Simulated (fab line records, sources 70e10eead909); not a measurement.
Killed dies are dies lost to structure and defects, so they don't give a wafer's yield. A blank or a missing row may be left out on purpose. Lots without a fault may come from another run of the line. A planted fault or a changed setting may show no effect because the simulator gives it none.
Chamber matching | flow nand_harc | NHARC_P_STI_ETCH_42 on rie_diel-09: 4 sister chambers
The step etches the open film in N2/H2, target depth 80 nm, overetch 24 nm, time 61 s. 14 wafers are shown with their chamber, then 7 later ones without.

WAFERS WITH THEIR CHAMBER
wafer  | chamber | showerhead_plenum_p_Torr (Torr) | rf_vpp_V (V) | oes_product_au (a.u.)
L080.2 | 1       | 1.96                            | 428.8        | 0.986
L080.3 | 3       | 2.00                            | 429.0        | 0.990
L080.5 | 3       | 2.00                            | 429.2        | 0.992
L082.1 | 1       | 1.95                            | 427.3        | 0.974
L082.2 | 0       | 2.14                            | 432.8        | 0.991
L082.4 | 2       | 2.18                            | 435.0        | 0.989
L086.1 | 2       | 2.18                            | 434.4        | 0.999
L086.2 | 1       | 1.95                            | 428.8        | 0.987
L086.5 | 2       | 2.18                            | 433.3        | 0.994
L087.1 | 3       | 2.00                            | 429.4        | 0.996
L087.3 | 0       | 2.14                            | 433.7        | 1.010
L087.6 | 0       | 2.14                            | 432.4        | 1.013
L088.2 | 3       | 2.00                            | 430.6        | 0.993
L088.3 | 1       | 1.95                            | 429.4        | 0.980

SIGNATURES (means of the wafers above)
reading                  | chamber 0 | chamber 1 | chamber 2 | chamber 3 | scatter within a chamber
showerhead_plenum_p_Torr | 2.1400    | 1.9525    | 2.1800    | 2.0000    | 0.00274
rf_vpp_V                 | 432.967   | 428.575   | 434.233   | 429.550   | 0.796
oes_product_au           | 1.00467   | 0.98175   | 0.99400   | 0.99275   | 0.0068
Rule: a wafer's distance from a chamber is the root of the sum, over the readings, of the square of ((its reading less the chamber's mean) divided by the reading's scatter). The wafer belongs to the nearest chamber; if the next one is less than 2 further off, it can't be placed. The scatter: the root of (the sum of the squares of (reading less its chamber's mean) over the shown wafers, divided by (wafers less chambers)).

WAFERS WITHOUT THEIR CHAMBER
wafer  | showerhead_plenum_p_Torr (Torr) | rf_vpp_V (V) | oes_product_au (a.u.)
L088.5 | 2.14                            | 433.0        | 1.003
L090.2 | 2.14                            | 434.6        | 1.001
L090.5 | 1.95                            | 428.0        | 0.984
L090.6 | 2.18                            | 434.5        | 0.996
L097.1 | 1.95                            | 427.4        | 0.970
L097.2 | 2.18                            | 432.9        | 0.996
L097.5 | 2.18                            | 436.1        | 0.995

WHICH CHAMBER EACH WENT THROUGH
wafer  | from the rows above | in truth
L088.5 | 0                   | 0
L090.2 | 0                   | 0
L090.5 | 1                   | 1
L090.6 | 2                   | 2
L097.1 | 1                   | 1
L097.2 | 2                   | 2
L097.5 | 2                   | 2
Placed correctly: 7 of 7. Can't be placed from these rows: 0. Placed wrongly: 0.
